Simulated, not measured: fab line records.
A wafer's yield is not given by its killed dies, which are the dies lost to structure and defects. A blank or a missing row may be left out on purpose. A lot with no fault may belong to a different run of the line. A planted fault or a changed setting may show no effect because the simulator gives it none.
Which of the tools did it? || flow nandHarc || 18 wafers from 6 lots sampled at 4 of the route's 1159 steps

== WHAT THE GAUGES SHOWED, per wafer ==
NHARC_A_CONTACT_CD_MEAS_80.
{"lot": "L648", "measured": "day 18 13:49", "on": "cdSem-03", "cdNm (nm)": "190.1 190.7 190.4"}
{"lot": "L651", "measured": "day 19 04:50", "on": "cdSem-01", "cdNm (nm)": "190.0 190.2 190.4"}
{"lot": "L654", "measured": "day 20 14:37", "on": "cdSem-01", "cdNm (nm)": "188.6 189.1 188.6"}
{"lot": "L652", "measured": "day 20 17:22", "on": "cdSem-01", "cdNm (nm)": "191.8 191.4 190.6"}
{"lot": "L661", "measured": "day 22 02:19", "on": "cdSem-02", "cdNm (nm)": "190.0 189.5 189.3"}
{"lot": "L663", "measured": "day 22 14:49", "on": "cdSem-02", "cdNm (nm)": "191.3 190.5 189.6"}

== EACH LOT AND THE TOOL THAT RAN IT (in order: tool; ch and the chambers of the sampled wafers; start) ==
{"lot": "L648", "NHARC_A_CONTACT_DESCUM_74": "rieDiel-13 ch 2,3, day 18 10:32", "NHARC_A_CONTACT_ETCH_78": "rieDiel-13 ch 0,1, day 18 12:20 or earlier", "NHARC_A_CONTACT_ETCH_128": "harCapEtch-02 ch 0,1, day 18 12:20"}
{"lot": "L651", "NHARC_A_CONTACT_DESCUM_74": "rieDiel-13 ch 0,1,2, day 19 01:35", "NHARC_A_CONTACT_ETCH_78": "rieDiel-13 ch 0,3, day 19 03:22 or earlier", "NHARC_A_CONTACT_ETCH_128": "harCapEtch-01 ch 0,1, day 19 03:22"}
{"lot": "L654", "NHARC_A_CONTACT_DESCUM_74": "rieDiel-13 ch 0,2,3, day 20 11:22", "NHARC_A_CONTACT_ETCH_78": "rieDiel-13 ch 1,2,3, day 20 13:07 or earlier", "NHARC_A_CONTACT_ETCH_128": "harCapEtch-02 ch 0,1, day 20 13:07"}
{"lot": "L652", "NHARC_A_CONTACT_DESCUM_74": "rieDiel-06 ch 0,2,3, day 20 14:03", "NHARC_A_CONTACT_ETCH_78": "rieDiel-06 ch 0,1,3, day 20 15:53 or earlier", "NHARC_A_CONTACT_ETCH_128": "harCapEtch-03 ch 0,1, day 20 15:53"}
{"lot": "L661", "NHARC_A_CONTACT_DESCUM_74": "rieDiel-13 ch 0,1,3, day 21 22:52", "NHARC_A_CONTACT_ETCH_78": "rieDiel-13 ch 0,1, day 22 00:37 or earlier", "NHARC_A_CONTACT_ETCH_128": "harCapEtch-02 ch 0,1, day 22 00:37"}
{"lot": "L663", "NHARC_A_CONTACT_DESCUM_74": "rieDiel-06 ch 0,2,3, day 22 11:30", "NHARC_A_CONTACT_ETCH_78": "rieDiel-06 ch 1,2,3, day 22 13:18 or earlier", "NHARC_A_CONTACT_ETCH_128": "harCapEtch-01 ch 0,1, day 22 13:18"}
- NHARC_A_CONTACT_DESCUM_74: chemistry O2, time 3 s.
- NHARC_A_CONTACT_ETCH_78: etches the open film in O2/COS, target depth 2800 nm, time 728 s.
- NHARC_A_CONTACT_ETCH_128: etches the open film in C4F8/O2/Ar, time 155 s, target depth 956 nm.

== THE ANSWER, worked out from the rows above alone ==
Rule: the usual values come from the lots themselves. The widest of any qualifying gaps counts: lots, ordered by their means at a reading, are off when they make up no more than a third of the lots, leave a main group of 4 or more, and stand apart from it by 3 or more times the standard deviation of that group's means. If all means in a main group match to the digits the tables above print for the reading, that group is not used. A lot without any number at a reading at which 4 lots or more have one is off too. The other lots that the step has rows for count as sound.
No lot is off on any of the readings shown, so nothing can be concluded from this.

== WHAT THE SIMULATOR HAD INSERTED ==
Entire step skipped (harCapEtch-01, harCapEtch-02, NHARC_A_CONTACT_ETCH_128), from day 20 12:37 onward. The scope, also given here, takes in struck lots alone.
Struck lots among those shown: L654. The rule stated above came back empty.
